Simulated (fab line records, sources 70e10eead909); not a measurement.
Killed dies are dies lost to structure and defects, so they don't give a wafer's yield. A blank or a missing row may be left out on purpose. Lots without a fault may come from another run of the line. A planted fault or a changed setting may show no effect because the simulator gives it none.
Problem report in the 8D (eight disciplines) form, filled by code | flow nand_harc | the parts of the form that need people (team, actions taken, sign-off) are left out

1. THE PROBLEM
cd_nm at NHARC_A_M0_CD_MEAS_09 reads a mean of 75.1 nm on 6 wafers of 2 lots; wafers without a fault read 80.0 nm with a standard deviation of 0.7. That is -7.0 standard deviations from the usual mean.
The step: target cd 80 nm.
First seen on wafer L351.2, day 22 09:15, on cd_sem-01. The record holds 33 wafers of 11 lots with a number at this step. Rule for "out", or "out of limits": more than 4 standard deviations from the usual mean. The other wafers with a number count as sound.

2. WHAT IT IS AND WHAT IT IS NOT
question                    | is                     | is not
which readings at this step | cd_nm                  | -
which lots                  | L351, L356             | L337, L338, L339, L341, L342, L347, L348, L349, L354
which wafers of those lots  | all that have a number | -
read on which gauges        | cd_sem-01, cd_sem-03   | cd_sem-02
when                        | from day 22 09:15      | up to then (27 sound wafers)

3. SUSPECTS, AND WHAT RULES EACH OUT
Counting: a tool at a process step up to the reading stays a suspect if it ran every lot that is out and no sound lot after the first of them.
- the gauge at NHARC_A_M0_CD_MEAS_09: ruled out. The wafers that are out were read on 2 gauges (cd_sem-01, cd_sem-03).
- arfi_scanner-02 at NHARC_A_M0_EXPOSE_06 (exposes mask A M0, target cd 80 nm): kept. It ran every lot that is out, first L351 (day 22 09:07), and no sound lot after that; its last sound lot up to then is L349 (day 21 14:21). Its own readings are out on those wafers: exposure_dose_mJ_cm2.
Left after counting: arfi_scanner-02 at NHARC_A_M0_EXPOSE_06.

4. THE CAUSE (what the simulator had put in)
Process parameter drift: arfi_scanner-02, from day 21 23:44 on, at NHARC_A_M0_EXPOSE_06. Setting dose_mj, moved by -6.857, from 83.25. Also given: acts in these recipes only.
Counting left only this tool.

5. THE CHAIN OF EFFECTS, in route order
Each row: a reading whose mean over the struck wafers that have a number lies more than 3 standard deviations from the usual. Only readings for which the record gives a usual standard deviation are gone through. hours: the time from each lot's start at the first step in this table that gives one to its start at this step, as a median over the lots. sigmas: the change in usual standard deviations.
hours | step                  | reading              | usual   | on struck wafers | change | sigmas
0     | NHARC_A_M0_EXPOSE_06  | exposure_dose_mJ_cm2 | 83.25   | 77.01            | -6.24  | -92
0     | NHARC_A_M0_CD_MEAS_09 | cd_nm                | 80.0 nm | 75.1             | -4.9   | -7.0
The process steps in it:
- NHARC_A_M0_EXPOSE_06: exposes mask A M0, target cd 80 nm.
Later measuring or inspecting steps at which every struck wafer that the step has a row for has a number for every such reading, and none has moved that far: NHARC_END_SORT_01.

6. WHAT WOULD HAVE CAUGHT IT SOONER
In this record the first reading out of limits at a measuring or inspecting step was taken at day 22 09:15, 10 hours after the fault began at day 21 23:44.
The tool's own readings at NHARC_A_M0_EXPOSE_06 were out on every struck wafer that the step has a row for (exposure_dose_mJ_cm2): an alarm limit on them would have fired on the first of those.
Of the lots that are out (2), L356 began NHARC_A_M0_EXPOSE_06 on arfi_scanner-02 after day 22 09:15. A hold on the tool at that time would have spared it.
